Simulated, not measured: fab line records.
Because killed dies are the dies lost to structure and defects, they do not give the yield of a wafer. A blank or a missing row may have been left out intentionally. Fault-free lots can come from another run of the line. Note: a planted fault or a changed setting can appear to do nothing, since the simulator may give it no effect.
fab line records -- flow nand_harc -- part 2 of 2: steps 5 to 6 of 6
[record] lots = 24, wafers = 72, last_day = 33
route steps=1302 shown A_CHANNEL_HOLE_D2@585 A_STAIRCASE@653
lots that met no fault: from a run of the same line without faults
start_h: hours from the record's opening day to when the first of the lot's shown wafers began -- wait_h: time in hours since the lot's previous step -- " the same as in the row above -- L1.1+2: one row covering several wafers at once -- - no value present, or no start provided -- * or withheld: withheld -- < > ~ a bound
route shown NAME@n: NAME is a module with steps in the file, n the number in the route of the first one -- usual: average and standard deviation across the fault-free wafers -- same: alike in all rows -- chamber/n: place in a boat -- sites: the reading at each site -- _std_site: the standard deviation of these -- _edge_site: inner sites' mean taken away from outer sites' mean -- radius_mm: for every site, how far away it sits from the centre of the wafer -- mask NAME#n: copy n -- behind: the most recent tool/chamber to have shaped the wafer -- hold: why the lot went on hold/how many hours it stayed there/how the hold came to an end -- device: transistor that didn't switch, given as n, p or np -- end of line: the same wafers' tests at the end of the route -- where a step has no rows: the recipe by itself -- killed: dies lost to structure and defects at the first sort, not the wafer's yield -- map: dies across one wafer; x = killed, . = not, _ = none there
set.NAME: setting as actually run; set.NAME@STEP: the setting as run at that earlier step -- model.NAME: the simulator's own value behind a step, which no gauge read
steps of the route over a sample of lots; a table a step, a row a wafer
services: a tool's chamber out of use, with start hour (start_h, from the record's first day; less than 0 if before it), hours out, and reason
[[steps]]
[step NHARC_A_STAIRCASE_TRIM_12]
[recipe] time_s = 211.2, o2_flow_sccm = 500, ar_flow_sccm = 0, bias_w = 0, chemistry = O2
[usual] drypump_motor_current_A = 5.8/0.62, oes_product_au = 1.002/0.012, rf_vpp_V = 57.9/0.87, showerhead_plenum_p_Torr = 3.56/0.14, throttle_valve_pct = 17.037/0.0089
lot.wafer,tool,chamber,start_h,wait_h,drypump_motor_current_A,oes_product_au,rf_hours_counter_h,rf_vpp_V,showerhead_plenum_p_Torr,throttle_valve_pct
L075.4,rie_diel-04,3,349.29,0.1,5.6,1.015,60,58.4,3.67,17.032
L075.2,rie_diel-04,0,349.29,0.1,5.9,1.019,56,59.2,3.63,17.037
L075.6,rie_diel-04,3,349.29,0.1,5.6,1.012,-,59.2,3.67,17.036
L074.3,rie_diel-02,0,353.74,0.1,6.7,1.000,43,57.9,3.78,17.024
L074.1,rie_diel-02,2,353.74,0.1,6.0,1.006,43,57.4,3.72,17.036
L074.6,rie_diel-02,1,353.74,0.1,6.6,0.982,-,58.7,3.34,17.032
L076.6,rie_diel-13,0,368.82,0.1,5.3,0.989,-,57.6,3.52,17.027
L076.4,rie_diel-13,1,368.82,0.1,6.5,0.987,-,58.5,3.77,17.022
L076.5,rie_diel-13,2,368.82,0.1,4.9,1.000,-,57.9,3.37,17.036
L077.1,rie_diel-13,1,389.47,0.1,6.5,1.001,10,58.7,3.77,17.041
L077.6,rie_diel-13,2,389.47,0.1,4.9,1.010,-,58.0,3.37,17.047
L077.5,rie_diel-13,3,389.47,0.1,6.0,0.980,-,58.8,3.52,17.033
L078.1,rie_diel-04,0,398.21,0.2,5.9,1.008,10,57.4,3.62,17.026
L078.3,rie_diel-04,1,398.21,0.2,5.9,0.993,11,58.1,3.65,17.040
L078.5,rie_diel-04,3,398.21,0.2,5.6,1.009,-,59.3,3.67,17.033
L079.1,rie_diel-13,1,409.13,0.1,6.5,0.985,17,57.1,3.77,17.034
L079.3,rie_diel-13,0,409.13,0.1,5.3,1.001,16,57.3,3.52,17.043
L079.5,rie_diel-13,2,409.13,0.1,4.9,1.016,-,57.0,3.37,17.034
L080.4,rie_diel-13,1,412.45,3.0,6.6,0.985,19,58.6,3.77,17.045
L080.5,rie_diel-13,2,412.45,3.0,4.9,1.014,-,58.1,3.37,17.027
L080.6,rie_diel-13,3,412.45,3.0,6.0,0.978,-,58.6,3.51,17.024
L082.1,rie_diel-13,1,433.67,0.1,6.5,1.005,24,57.6,3.76,17.042
L082.4,rie_diel-13,3,433.67,0.1,6.1,0.979,-,58.9,3.51,17.031
L082.5,rie_diel-13,1,433.67,0.1,6.5,0.998,-,57.1,3.76,17.030
L081.4,rie_diel-13,1,442.77,0.1,6.5,0.990,28,59.8,3.76,17.044
L081.1,rie_diel-13,2,442.77,0.1,4.9,1.014,26,57.2,3.36,17.026
L081.5,rie_diel-13,1,442.77,0.1,6.5,0.998,-,59.5,3.76,17.041
L083.3,rie_diel-13,0,449.52,0.1,5.3,0.997,30,56.5,3.51,17.035
L083.2,rie_diel-13,2,449.52,0.1,4.9,1.024,28,57.3,3.36,17.021
L083.6,rie_diel-13,3,449.52,0.1,6.0,0.993,-,58.1,3.50,17.043
L084.1,rie_diel-13,2,462.93,0.1,4.9,1.003,32,56.2,3.36,17.035
L084.6,rie_diel-13,1,462.93,0.1,6.5,0.990,-,57.8,3.76,17.042
L084.5,rie_diel-13,2,462.93,0.1,4.9,1.005,-,56.1,3.36,17.043
L085.3,rie_diel-04,1,463.69,0.1,5.9,0.996,41,57.9,3.63,17.039
L085.2,rie_diel-04,3,463.69,0.1,5.6,1.010,32,56.2,3.65,17.030
L085.6,rie_diel-04,1,463.69,0.1,5.9,0.996,-,58.0,3.63,17.044
L086.1,rie_diel-13,1,473.96,0.1,6.5,0.988,41,59.8,3.75,17.036
L086.3,rie_diel-13,2,473.96,0.1,4.9,1.007,39,57.6,3.36,17.032
L086.5,rie_diel-13,3,473.96,0.1,6.0,0.986,-,57.5,3.50,17.044
L087.1,rie_diel-04,3,474.08,0.1,5.6,1.005,38,57.4,3.65,17.035
L087.5,rie_diel-04,2,474.08,0.1,5.0,1.003,-,57.5,3.54,17.039
L087.6,rie_diel-04,3,474.08,0.1,5.6,1.010,-,58.3,3.65,17.047
L089.4,rie_diel-13,0,498.46,0.1,5.3,0.992,46,59.2,3.50,17.029
L089.2,rie_diel-13,2,498.46,0.1,4.9,1.020,48,57.1,3.35,17.046
L089.5,rie_diel-13,0,498.46,0.1,5.3,1.002,-,58.8,3.50,17.042
L088.3,rie_diel-02,0,498.74,0.1,6.7,0.992,28,58.7,3.76,17.034
L088.4,rie_diel-02,1,498.74,0.1,6.6,0.984,30,56.5,3.32,17.058
L088.1,rie_diel-02,3,498.74,0.1,6.7,1.018,26,56.8,3.50,17.042
L091.4,rie_diel-13,1,518.15,0.1,6.5,0.992,57,59.3,3.75,17.031
L091.1,rie_diel-13,3,518.15,0.1,6.0,0.992,55,57.8,3.49,17.036
L091.5,rie_diel-13,1,518.15,0.1,6.5,1.004,-,57.2,3.74,17.040
L090.3,rie_diel-02,3,521.76,0.1,6.7,1.026,35,56.8,3.50,17.058
L090.2,rie_diel-02,2,521.76,0.1,6.0,0.998,29,57.9,3.70,17.038
L090.6,rie_diel-02,3,521.76,0.1,6.7,1.017,-,58.6,3.50,17.040
L092.1,rie_diel-02,0,526.25,0.1,6.7,1.009,36,58.1,3.75,17.040
L092.2,rie_diel-02,2,526.25,0.1,6.0,1.001,31,58.8,3.70,17.036
L092.4,rie_diel-02,3,526.25,0.1,6.7,1.008,37,57.3,3.49,17.027
L093.2,rie_diel-13,2,537.79,0.1,4.9,1.013,4,58.4,3.35,17.024
L093.4,rie_diel-13,3,537.79,0.1,6.1,0.994,4,58.8,3.49,17.040
L093.6,rie_diel-13,1,537.79,0.1,6.5,1.022,-,59.2,3.74,17.028
L094.2,rie_diel-13,1,557.02,0.1,6.5,1.016,8,55.8,3.74,17.020
L094.3,rie_diel-13,3,557.02,0.1,6.1,0.991,9,58.0,3.49,17.028
L094.5,rie_diel-13,1,557.02,0.1,6.6,1.003,-,59.3,3.74,17.039
L096.2,rie_diel-04,3,573.22,0.1,5.6,1.015,12,57.8,3.63,17.034
L096.3,rie_diel-04,2,573.22,0.1,5.0,1.015,14,57.4,3.53,17.052
L096.5,rie_diel-04,3,573.22,0.1,5.6,0.996,-,58.2,3.63,17.040
L095.4,rie_diel-13,2,573.58,0.1,4.9,0.998,14,57.8,3.34,17.036
L095.3,rie_diel-13,3,573.58,0.1,6.1,0.988,16,58.6,3.48,17.048
L095.5,rie_diel-13,1,573.58,0.1,6.5,1.004,-,57.8,3.74,17.023
L097.2,rie_diel-13,2,577.76,0.1,4.9,0.994,16,56.5,3.34,17.035
L097.3,rie_diel-13,0,577.76,0.1,5.3,1.006,17,56.6,3.49,17.044
L097.5,rie_diel-13,2,577.76,0.1,4.9,1.002,-,56.5,3.34,17.024
[step NHARC_A_STAIRCASE_TRIM_26]
[recipe] time_s = 211.2, o2_flow_sccm = 500, ar_flow_sccm = 0, bias_w = 0, chemistry = O2
[usual] drypump_motor_current_A = 5.8/0.58, oes_product_au = 1.004/0.011, rf_vpp_V = 58.0/0.92, showerhead_plenum_p_Torr = 3.57/0.13, throttle_valve_pct = 17.035/0.0089
lot.wafer,tool,chamber,start_h,wait_h,drypump_motor_current_A,oes_product_au,rf_hours_counter_h,rf_vpp_V,showerhead_plenum_p_Torr,throttle_valve_pct
L075.4,rie_diel-04,3,-,-,5.6,1.007,62,58.0,3.67,17.029
L075.2,rie_diel-04,1,-,-,5.9,1.001,54,58.2,3.65,17.055
L075.6,rie_diel-04,0,-,-,5.9,1.011,-,57.6,3.63,17.030
L074.3,rie_diel-02,0,-,-,6.6,0.997,44,57.3,3.78,17.026
L074.1,rie_diel-02,1,-,-,6.6,0.979,52,58.0,3.34,17.018
L074.6,rie_diel-02,0,-,-,6.6,1.004,-,57.9,3.78,17.031
L076.6,rie_diel-13,0,-,-,5.3,1.022,-,58.9,3.52,17.037
L076.4,rie_diel-13,1,-,-,6.5,1.001,-,57.8,3.77,17.027
L076.5,rie_diel-13,2,-,-,4.9,1.013,-,57.6,3.37,17.045
L077.1,rie_diel-04,3,-,-,5.6,1.006,7,58.5,3.67,17.034
L077.6,rie_diel-04,3,-,-,5.6,1.003,-,58.2,3.67,17.040
L077.5,rie_diel-04,0,-,-,5.9,1.018,-,58.8,3.62,17.031
L078.1,rie_diel-04,0,-,-,5.9,1.007,11,58.8,3.62,17.023
L078.3,rie_diel-04,1,-,-,5.9,0.993,12,59.2,3.65,17.033
L078.5,rie_diel-04,3,-,-,5.6,1.002,-,58.5,3.66,17.025
L079.3,rie_diel-04,3,-,-,5.6,1.008,15,58.3,3.66,17.037
L079.1,rie_diel-04,1,-,-,5.9,1.002,19,58.5,3.64,17.038
L079.5,rie_diel-04,0,-,-,5.9,0.997,-,56.9,3.61,17.030
L080.4,rie_diel-13,1,-,-,6.5,0.993,20,58.1,3.77,17.025
L080.5,rie_diel-13,2,-,-,4.9,1.021,-,57.7,3.37,17.034
L080.6,rie_diel-13,3,-,-,6.1,0.991,-,58.5,3.51,17.058
L082.1,rie_diel-13,0,-,-,5.3,1.001,26,58.7,3.51,17.034
L082.5,rie_diel-13,1,-,-,6.5,1.005,-,59.8,3.76,17.036
L082.4,rie_diel-13,3,-,-,6.0,0.987,-,57.5,3.51,17.051
L081.1,rie_diel-02,1,-,-,6.6,0.990,13,57.6,3.32,17.032
L081.4,rie_diel-02,2,-,-,6.0,0.989,2,60.5,3.71,17.018
L081.5,rie_diel-02,3,-,-,6.7,1.022,-,57.9,3.51,17.033
L083.3,rie_diel-02,1,-,-,6.6,0.995,15,56.4,3.32,17.033
L083.2,rie_diel-02,3,-,-,6.7,1.019,13,58.8,3.51,17.028
L083.6,rie_diel-02,2,-,-,6.0,0.999,-,57.7,3.71,17.048
L084.1,rie_diel-02,1,-,-,6.6,0.987,17,57.3,3.32,17.030
L084.6,rie_diel-02,2,-,-,6.1,0.998,-,60.1,3.71,17.027
L084.5,rie_diel-02,3,-,-,6.7,1.017,-,57.8,3.51,17.042
L085.2,rie_diel-13,0,-,-,5.4,1.002,37,56.9,3.51,17.031
L085.3,rie_diel-13,1,-,-,6.5,0.991,39,59.0,3.76,17.023
L085.6,rie_diel-13,2,-,-,4.9,1.024,-,57.7,3.36,17.026
L086.1,rie_diel-13,1,-,-,6.5,0.993,42,58.4,3.75,17.040
L086.3,rie_diel-13,2,-,-,4.9,1.005,40,56.8,3.36,17.041
L086.5,rie_diel-13,2,-,-,4.9,1.012,-,58.0,3.36,17.029
L087.1,rie_diel-04,0,-,-,5.9,1.010,43,57.4,3.60,17.031
L087.5,rie_diel-04,0,-,-,5.9,1.025,-,57.6,3.60,17.028
L087.6,rie_diel-04,1,-,-,5.9,0.993,-,57.2,3.63,17.023
L089.4,rie_diel-13,2,-,-,4.9,1.029,48,58.5,3.35,17.043
L089.2,rie_diel-13,0,-,-,5.3,1.006,47,58.1,3.50,17.042
L089.5,rie_diel-13,3,-,-,6.0,0.999,-,56.8,3.49,17.044
L088.4,rie_diel-04,1,-,-,5.8,1.004,54,57.1,3.62,17.034
L088.1,rie_diel-04,2,-,-,5.0,0.997,34,58.2,3.54,17.049
L088.3,rie_diel-04,3,-,-,5.6,1.015,47,58.4,3.64,17.045
L091.4,rie_diel-02,1,-,-,6.6,0.994,36,57.9,3.31,17.034
L091.1,rie_diel-02,3,-,-,6.7,1.014,35,58.5,3.50,17.043
L091.5,rie_diel-02,0,-,-,6.7,1.002,-,59.0,3.75,17.035
L090.2,rie_diel-04,2,-,-,5.0,0.998,42,57.8,3.54,17.034
L090.3,rie_diel-04,3,-,-,5.7,1.003,55,58.1,3.64,17.033
L090.6,rie_diel-04,1,-,-,5.9,0.993,-,59.9,3.62,17.035
L092.2,rie_diel-04,1,-,-,5.9,0.998,65,57.1,3.62,17.037
L092.1,rie_diel-04,2,-,-,5.0,1.005,44,58.9,3.54,17.041
L092.4,rie_diel-04,3,-,-,5.6,1.018,56,56.6,3.64,17.030
L093.4,rie_diel-13,3,-,-,6.1,0.981,4,57.2,3.49,17.031
L093.2,rie_diel-13,0,-,-,5.4,0.998,4,59.5,3.49,17.009
L093.6,rie_diel-13,0,-,-,5.3,1.007,-,56.9,3.49,17.026
L094.2,rie_diel-13,3,-,-,6.0,0.980,10,57.7,3.48,17.038
L094.3,rie_diel-13,0,-,-,5.3,1.010,10,58.1,3.49,17.039
L094.5,rie_diel-13,0,-,-,5.3,1.009,-,58.5,3.49,17.024
L095.3,rie_diel-13,0,-,-,5.3,0.997,15,58.2,3.49,17.040
L095.4,rie_diel-13,3,-,-,6.0,0.982,17,58.5,3.48,17.030
L095.5,rie_diel-13,1,-,-,6.5,1.008,-,57.6,3.74,17.044
L096.2,rie_diel-04,2,-,-,5.0,1.011,17,56.6,3.53,17.038
L096.3,rie_diel-04,0,-,-,5.9,1.024,13,57.5,3.58,17.045
L096.5,rie_diel-04,2,-,-,5.0,1.009,-,57.9,3.53,17.033
L097.2,rie_diel-13,2,-,-,4.9,0.998,18,58.2,3.34,17.046
L097.3,rie_diel-13,0,-,-,5.3,1.006,18,57.9,3.49,17.030
L097.5,rie_diel-13,2,-,-,4.9,0.998,-,58.2,3.34,17.042
[[services]]
tool,chamber,start_h,hours,kind
rie_diel-13,-,283.17,0.4,repair
rie_diel-10,3,298.93,6.9,repair
rie_diel-10,0,305.69,9.4,repair
plasma_asher-02,-,307.98,0.8,repair
plasma_asher-01,-,342.11,9.0,pm
rie_diel-13,-,342.12,9.0,pm
rie_diel-10,3,347.19,7.3,repair
rie_diel-04,-,355.03,9.0,pm
rie_diel-13,3,367.40,20.9,repair
rie_diel-04,2,368.63,3.7,repair
rie_diel-13,2,377.01,6.5,repair
rie_diel-10,1,378.51,8.1,repair
rie_diel-10,0,385.97,4.7,repair
rie_diel-04,3,385.98,1.7,repair
har_etch-02,-,390.19,17.0,pm
rie_diel-13,2,418.27,18.2,repair
rie_diel-10,-,419.50,9.0,pm
plasma_asher-02,-,426.07,9.0,pm
rie_diel-04,2,440.61,33.2,repair
rie_diel-10,2,447.48,16.9,repair
rie_diel-10,3,488.99,10.4,repair
rie_diel-04,-,532.03,9.0,pm
rie_diel-13,2,547.64,2.1,repair
plasma_asher-02,-,573.11,7.3,repair
